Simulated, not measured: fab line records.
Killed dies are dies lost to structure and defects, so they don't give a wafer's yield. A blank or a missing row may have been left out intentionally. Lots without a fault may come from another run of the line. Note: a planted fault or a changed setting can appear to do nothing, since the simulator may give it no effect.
fab line records -- flow n5-finfet -- part 2 of 2: steps 24 to 30 of 30
record lots=5, wafers=15, last-day=17
route steps=1938 shown BEOL_M11@1545
lots with no fault: from the same line, run without faults
start-h: hours from the record's first day to the start of the lot's first wafer shown -- wait-h: hours elapsed since this lot's preceding step -- " same as the row above -- L1.1+2: a single row standing in for several wafers -- - no value present, or no start provided -- * or withheld: withheld -- < > ~ a bound
route shown NAME@n: a module of which the file shows steps, and the number in the route of the first -- usual: the fault-free wafers' mean and standard deviation -- same: alike in all rows -- chamber/n: place in a boat -- sites: per-site readings -- _std_site: the values' standard deviation -- _edge_site: mean of outer sites minus mean of inner sites -- radius-mm: how far each site lies from the wafer's centre -- mask NAME#n: copy n -- behind: the most recent tool/chamber to have shaped the wafer -- hold: the reason the lot was held/the length of the hold in hours/how it ended -- device: which transistor (n, p or np) failed to switch -- end of line: tests run on the same wafers once the route is complete -- a step with no rows: only its recipe -- killed: the dies lost at the first sort to structure and to defects; this is not the yield of the wafer -- map: the dies of a wafer, with x for killed, . for not killed, _ for no die there
set.NAME: the setting as run; set.NAME@STEP: as run at that earlier step -- model.NAME: the simulator's own value behind a step, which no gauge read
lots seen at some steps along the route; tables by step, rows by wafer
services: the hour from which a tool's chamber was out of use, counted from the record's first day as start-h (under 0 if before that day), plus the number of hours and why
## steps
# step N5_BEOL_M11_CD_MEAS_28
# recipe target-cd-nm=70, landing-energy-ev=500, detector=se-inlens, polarity=opening
# usual cd-nm=70.3/0.93
lot.wafer,tool,chamber,start-h,wait-h,cd-nm
L078.3,cd-sem-01,0,243.46,-,69.8
L078.5,cd-sem-01,0,243.46,-,71.0
L078.6,cd-sem-01,0,243.46,-,69.6
L087.1,cd-sem-03,0,306.57,-,70.3
L087.2,cd-sem-03,0,306.57,-,69.2
L087.5,cd-sem-03,0,306.57,-,70.3
L089.1,cd-sem-01,0,314.35,-,70.6
L089.2,cd-sem-01,0,314.35,-,71.1
L089.3,cd-sem-01,0,314.35,-,71.9
L090.1,cd-sem-01,0,319.49,-,70.2
L090.2,cd-sem-01,0,319.49,-,68.8
L090.4,cd-sem-01,0,319.49,-,70.9
L097.2,cd-sem-02,0,373.91,-,70.8
L097.4,cd-sem-02,0,373.91,-,71.3
L097.6,cd-sem-02,0,373.91,-,69.7
# step N5_BEOL_M11_OVL_MEAS_29
# recipe points-per-wafer=44
# usual V10_OVL=0.2/0.61
lot.wafer,tool,chamber,start-h,wait-h,V10_OVL[nm]
L078.3,overlay-02,0,243.49,0.0,0.3
L078.5,overlay-02,0,243.49,0.0,0.5
L078.6,overlay-02,0,243.49,0.0,-0.2
L087.1,overlay-01,0,306.61,0.0,0.3
L087.2,overlay-01,0,306.61,0.0,-0.2
L087.5,overlay-01,0,306.61,0.0,0.0
L089.1,overlay-02,0,314.38,0.0,0.6
L089.2,overlay-02,0,314.38,0.0,0.9
L089.3,overlay-02,0,314.38,0.0,0.2
L090.1,overlay-02,0,319.52,0.0,-0.6
L090.2,overlay-02,0,319.52,0.0,0.3
L090.4,overlay-02,0,319.52,0.0,0.4
L097.2,overlay-02,0,373.94,0.0,-0.1
L097.4,overlay-02,0,373.94,0.0,0.9
L097.6,overlay-02,0,373.94,0.0,0.5
# step N5_BEOL_M11_INSPECT_30
# recipe mode=adi, inspect-instrument=brightfield
# usual raw-defect-count=405/99
lot.wafer,tool,chamber,start-h,wait-h,raw-defect-count
L078.3,defect-inspect-02,-,243.52,0.0,476
L078.5,defect-inspect-02,-,243.52,0.0,259
L078.6,defect-inspect-02,-,243.52,0.0,334
L087.1,defect-inspect-02,-,306.63,0.0,352
L087.2,defect-inspect-02,-,306.63,0.0,443
L087.5,defect-inspect-02,-,306.63,0.0,453
L089.1,defect-inspect-02,-,314.40,0.0,392
L089.2,defect-inspect-02,-,314.40,0.0,394
L089.3,defect-inspect-02,-,314.40,0.0,296
L090.1,defect-inspect-01,-,319.54,0.0,404
L090.2,defect-inspect-01,-,319.54,0.0,466
L090.4,defect-inspect-01,-,319.54,0.0,528
L097.2,defect-inspect-01,-,373.96,0.0,329
L097.4,defect-inspect-01,-,373.96,0.0,302
L097.6,defect-inspect-01,-,373.96,0.0,333
# step N5_BEOL_M11_DESCUM_33
# recipe chemistry=O2, time-s=7.9, source-power-w=50, bias-power-w=20, pressure-mtorr=20, rf-frequency-hz=2.712e+07, temp-c=40, resist=CAR-ArF, o2-flow-sccm=225
# usual drypump-motor-current-A=5.6/0.51, o2-flow-sccm=225.0/0.72, oes-product-au=0.83/0.1, rf-vpp-V=243.2/1.4, showerhead-plenum-p-Torr=2.09/0.08, temp-c=39.99/0.11, throttle-valve-pct=20.3/0.33
# same time-s=7.9
lot.wafer,tool,chamber,start-h,wait-h,drypump-motor-current-A,o2-flow-sccm,oes-product-au,rf-hours-counter-h,rf-vpp-V,showerhead-plenum-p-Torr,temp-c,throttle-valve-pct
L078.3,rie-diel-05,3,243.75,0.2,5.0,224.2,0.95,14,243.5,2.03,40.09,19.6
L078.5,rie-diel-05,1,243.75,0.2,5.8,225.3,1.01,-,246.1,2.24,39.91,20.1
L078.6,rie-diel-05,0,243.75,0.2,5.5,225.1,0.86,-,242.5,2.11,39.76,19.9
L087.1,rie-diel-03,0,306.77,0.1,5.7,227.0,0.91,24,243.0,2.06,39.97,20.4
L087.2,rie-diel-03,2,306.77,0.1,6.6,225.3,0.73,191,243.9,2.18,39.76,20.4
L087.5,rie-diel-03,1,306.77,0.1,4.9,225.4,0.83,-,242.7,2.20,39.99,20.7
L089.1,rie-diel-03,2,314.43,0.0,6.6,223.8,0.73,194,246.0,2.18,40.15,20.5
L089.2,rie-diel-03,0,314.43,0.0,5.6,223.9,0.91,26,241.9,2.06,39.88,20.4
L089.3,rie-diel-03,1,314.43,0.0,4.9,225.7,0.82,84,245.1,2.20,39.93,20.7
L090.1,rie-diel-04,3,319.58,0.0,6.1,225.1,0.72,174,242.0,2.01,39.92,20.5
L090.2,rie-diel-04,2,319.58,0.0,6.3,225.3,0.98,5,242.3,2.06,39.93,20.5
L090.4,rie-diel-04,2,319.58,0.0,6.3,225.4,0.98,-,241.4,2.06,40.04,20.5
L097.2,rie-diel-04,0,374.00,0.0,5.1,224.9,0.94,13,244.5,2.23,40.12,20.0
L097.4,rie-diel-04,3,374.00,0.0,6.1,224.3,0.71,-,241.9,2.00,40.22,20.6
L097.6,rie-diel-04,0,374.00,0.0,5.1,223.9,0.96,-,245.4,2.23,39.95,20.0
# step N5_BEOL_M11_ETCH_65
# recipe chemistry=CF4, target=SiARC, target-depth-a=390, mask-material=CAR-ArF, time-s=65, ion-energy-ev=80, pressure-mtorr=40, source-w=545, bias-w=36, Ar_flow_sccm=100, cf4-flow-sccm=100, ends=cleared
# usual drypump-motor-current-A=5.6/0.51, etch-rf-on-time-s=64.2/1.8, oes-product-au=0.71/0.087, rf-vpp-V=183.9/1.3, showerhead-plenum-p-Torr=2.14/0.075, throttle-valve-pct=15.44/0.29
lot.wafer,tool,chamber,start-h,wait-h,drypump-motor-current-A,etch-rf-on-time-s,oes-product-au,rf-hours-counter-h,rf-vpp-V,showerhead-plenum-p-Torr,throttle-valve-pct
L078.3,rie-diel-05,3,243.78,0.0,5.0,61.9,0.83,14,183.1,2.09,14.91
L078.5,rie-diel-05,1,243.78,0.0,5.8,67.5,0.84,-,185.3,2.27,15.09
L078.6,rie-diel-05,0,243.78,0.0,5.5,64.9,0.73,-,185.0,2.17,15.14
L087.1,rie-diel-03,0,306.80,0.0,5.6,62.2,0.78,24,182.5,2.10,15.41
L087.2,rie-diel-03,2,306.80,0.0,6.6,65.0,0.63,191,186.8,2.19,15.56
L087.5,rie-diel-03,1,306.80,0.0,4.9,64.2,0.70,-,185.2,2.24,15.81
L089.1,rie-diel-03,2,314.47,0.0,6.6,65.2,0.63,194,183.0,2.19,15.56
L089.2,rie-diel-03,0,314.47,0.0,5.7,61.7,0.79,26,181.8,2.10,15.43
L089.3,rie-diel-03,1,314.47,0.0,4.9,64.4,0.71,84,184.9,2.24,15.80
L090.1,rie-diel-04,3,319.61,0.0,6.1,65.3,0.63,174,183.0,2.05,15.73
L090.2,rie-diel-04,2,319.61,0.0,6.3,61.4,0.86,5,183.6,2.10,15.53
L090.4,rie-diel-04,2,319.61,0.0,6.3,62.2,0.86,-,184.8,2.10,15.51
L097.2,rie-diel-04,0,374.03,0.0,5.1,61.8,0.82,13,185.0,2.27,15.14
L097.4,rie-diel-04,3,374.03,0.0,6.1,65.2,0.62,-,183.4,2.04,15.78
L097.6,rie-diel-04,0,374.03,0.0,5.1,62.5,0.82,-,184.6,2.27,15.14
# step N5_BEOL_M11_ETCH_66
# recipe chemistry=N2/H2, target=SOC, target-depth-a=1200, overetch-a=240, mask-material=SiARC, temp-c=40, time-s=180, ion-energy-ev=200, pressure-mtorr=30, source-w=840, bias-w=150, n2-flow-sccm=200, h2-flow-sccm=200
# usual drypump-motor-current-A=5.6/0.51, n2-flow-sccm=200.0/0.6, oes-product-au=0.67/0.076, rf-vpp-V=523.8/2.9, showerhead-plenum-p-Torr=2.53/0.1, temp-c=40.00/0.12, throttle-valve-pct=17.6/0.35
# same time-s=180
lot.wafer,tool,chamber,start-h,wait-h,drypump-motor-current-A,n2-flow-sccm,oes-product-au,rf-hours-counter-h,rf-vpp-V,showerhead-plenum-p-Torr,temp-c,throttle-valve-pct
L078.3,rie-diel-05,3,243.83,0.0,5.0,200.6,0.75,14,523.3,2.49,39.99,17.1
L078.5,rie-diel-05,1,243.83,0.0,5.8,200.6,0.81,-,529.9,2.74,39.96,17.6
L078.6,rie-diel-05,0,243.83,0.0,5.6,199.8,0.70,-,524.4,2.56,39.78,17.1
L087.1,rie-diel-03,0,306.85,0.0,5.6,199.8,0.73,24,522.9,2.48,40.10,17.6
L087.2,rie-diel-03,2,306.85,0.0,6.6,200.1,0.59,192,525.3,2.61,39.77,17.6
L087.5,rie-diel-03,1,306.85,0.0,4.9,199.7,0.66,-,526.7,2.68,40.18,18.2
L089.1,rie-diel-03,2,314.52,0.0,6.6,199.9,0.60,194,527.3,2.61,40.05,17.7
L089.2,rie-diel-03,0,314.52,0.0,5.6,201.0,0.71,26,521.4,2.48,40.20,17.7
L089.3,rie-diel-03,1,314.52,0.0,4.9,200.0,0.66,84,527.2,2.68,40.02,18.2
L090.1,rie-diel-04,3,319.66,0.0,6.1,200.0,0.59,174,521.4,2.43,40.05,17.9
L090.2,rie-diel-04,2,319.66,0.0,6.3,200.1,0.79,5,522.6,2.50,39.98,17.9
L090.4,rie-diel-04,2,319.66,0.0,6.3,199.8,0.79,-,522.7,2.50,39.89,17.9
L097.2,rie-diel-04,0,374.08,0.0,5.1,200.0,0.75,13,527.7,2.71,40.07,17.4
L097.4,rie-diel-04,3,374.08,0.0,6.1,200.1,0.58,-,521.2,2.42,40.05,17.9
L097.6,rie-diel-04,0,374.08,0.0,5.1,200.9,0.76,-,530.1,2.71,40.13,17.4
# step N5_BEOL_M11_STRIP_69
# recipe chemistry=N2/H2, temp-c=40, n2-flow-sccm=200, h2-flow-sccm=200, rf-frequency-hz=6e+07
lot.wafer,tool,chamber,start-h,wait-h
L078.3+5+6,rie-diel-05,"3,1,0",243.95,0.1
L087.1+2+5,rie-diel-03,"0,2,1",306.96,0.1
L089.1+2+3,rie-diel-03,"2,0,1",314.63,0.1
L090.1+2+4,rie-diel-04,"3,2,2",319.77,0.1
L097.2+4+6,rie-diel-04,"0,3,0",374.19,0.1
## services
tool,chamber,start-h,hours,kind
arfi-scanner-03,-,231.78,4.9,pm
rie-diel-05,2,243.42,-,clean
rie-diel-05,2,243.42,-,consumable-replace:focus-ring
rie-diel-05,2,243.42,18.1,scheduled-down
rie-diel-05,2,243.42,18.1,vent-cycle
arfi-scanner-02,-,252.64,3.1,pm
arfi-scanner-03,-,255.11,1.0,pm
arfi-scanner-03,-,258.22,1.3,pm
arfi-scanner-01,-,261.26,1.0,pm
arfi-scanner-03,-,263.59,1.0,pm
arfi-scanner-02,-,263.71,1.3,pm
arfi-scanner-01,-,282.17,1.3,pm
arfi-scanner-01,-,288.98,0.8,pm
arfi-scanner-02,-,309.20,1.0,pm
arfi-scanner-02,-,310.75,0.4,repair
arfi-scanner-03,-,317.33,0.2,repair
arfi-scanner-02,-,318.54,0.7,repair
arfi-scanner-01,-,319.56,3.1,pm
arfi-scanner-03,-,334.24,0.8,pm
rie-diel-03,1,342.20,1.8,repair
arfi-scanner-03,-,349.07,2.5,repair
rie-diel-04,1,359.38,18.2,repair
rie-diel-05,3,367.83,2.5,repair
rie-diel-03,3,370.70,7.7,repair
